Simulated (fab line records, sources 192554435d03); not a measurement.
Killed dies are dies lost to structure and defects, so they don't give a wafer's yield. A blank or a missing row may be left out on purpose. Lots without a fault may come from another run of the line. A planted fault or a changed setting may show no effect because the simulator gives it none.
Chamber matching | flow n5_finfet | N5_BEOL_M3_VIA_ETCH_34 on rie_diel-06: 4 sister chambers
The step etches the open film in C4F6/O2, target depth 69.4 nm, time 65.9 s. 20 wafers are shown with their chamber, then 10 later ones without.

WAFERS WITH THEIR CHAMBER
wafer  | chamber | drypump_motor_current_A (A) | rf_vpp_V (V) | throttle_valve_pct (%)
L075.3 | 2       | 5.32                        | 668          | 31.4
L075.4 | 2       | 5.34                        | 668          | 31.4
L075.6 | 0       | 5.56                        | 671          | 30.5
L077.3 | 1       | 5.64                        | 645          | 30.2
L077.4 | 2       | 5.34                        | 668          | 31.4
L077.5 | 1       | 5.63                        | 645          | 30.2
L080.1 | 3       | 5.84                        | 670          | 30.5
L080.2 | 1       | 5.68                        | 644          | 30.2
L080.6 | 1       | 5.66                        | 645          | 30.2
L079.1 | 0       | 5.55                        | 672          | 30.6
L079.3 | 3       | 5.86                        | 668          | 30.5
L079.6 | 3       | 5.88                        | 669          | 30.5
L086.1 | 1       | 5.64                        | 645          | 30.2
L086.3 | 0       | 5.56                        | 672          | 30.5
L086.5 | 1       | 5.64                        | 646          | 30.2
L087.3 | 3       | 5.87                        | 670          | 30.5
L087.4 | 2       | 5.32                        | 680          | 30.9
L087.6 | 3       | 5.88                        | 668          | 30.5
L088.1 | 1       | 5.66                        | 644          | 30.2
L088.3 | 2       | 5.33                        | 679          | 30.9

SIGNATURES (means of the wafers above)
reading                 | chamber 0 | chamber 1 | chamber 2 | chamber 3 | scatter within a chamber
drypump_motor_current_A | 5.5567    | 5.6500    | 5.3300    | 5.8660    | 0.0145
rf_vpp_V                | 671.67    | 644.86    | 672.60    | 669.00    | 3.23
throttle_valve_pct      | 30.533    | 30.200    | 31.200    | 30.500    | 0.138
Rule: a wafer's distance from a chamber is the root of the sum, over the readings, of the square of ((its reading less the chamber's mean) divided by the reading's scatter). The wafer belongs to the nearest chamber; if the next one is less than 2 further off, it can't be placed. The scatter: the root of (the sum of the squares of (reading less its chamber's mean) over the shown wafers, divided by (wafers less chambers)).

WAFERS WITHOUT THEIR CHAMBER
wafer  | drypump_motor_current_A (A) | rf_vpp_V (V) | throttle_valve_pct (%)
L088.4 | 5.86                        | 670          | 30.6
L089.1 | 5.55                        | 670          | 30.6
L089.2 | 5.37                        | 679          | 30.9
L089.6 | 5.33                        | 679          | 30.9
L090.1 | 5.36                        | 679          | 30.9
L090.2 | 5.58                        | 669          | 30.6
L090.4 | 5.63                        | 643          | 30.2
L096.3 | 5.87                        | 669          | 30.6
L096.5 | 5.57                        | 672          | 30.6
L096.6 | 5.86                        | 669          | 30.6

WHICH CHAMBER EACH WENT THROUGH
wafer  | from the rows above | in truth
L088.4 | 3                   | 3
L089.1 | 0                   | 0
L089.2 | 2                   | 2
L089.6 | 2                   | 2
L090.1 | 2                   | 2
L090.2 | 0                   | 0
L090.4 | 1                   | 1
L096.3 | 3                   | 3
L096.5 | 0                   | 0
L096.6 | 3                   | 3
Placed correctly: 10 of 10. Can't be placed from these rows: 0. Placed wrongly: 0.
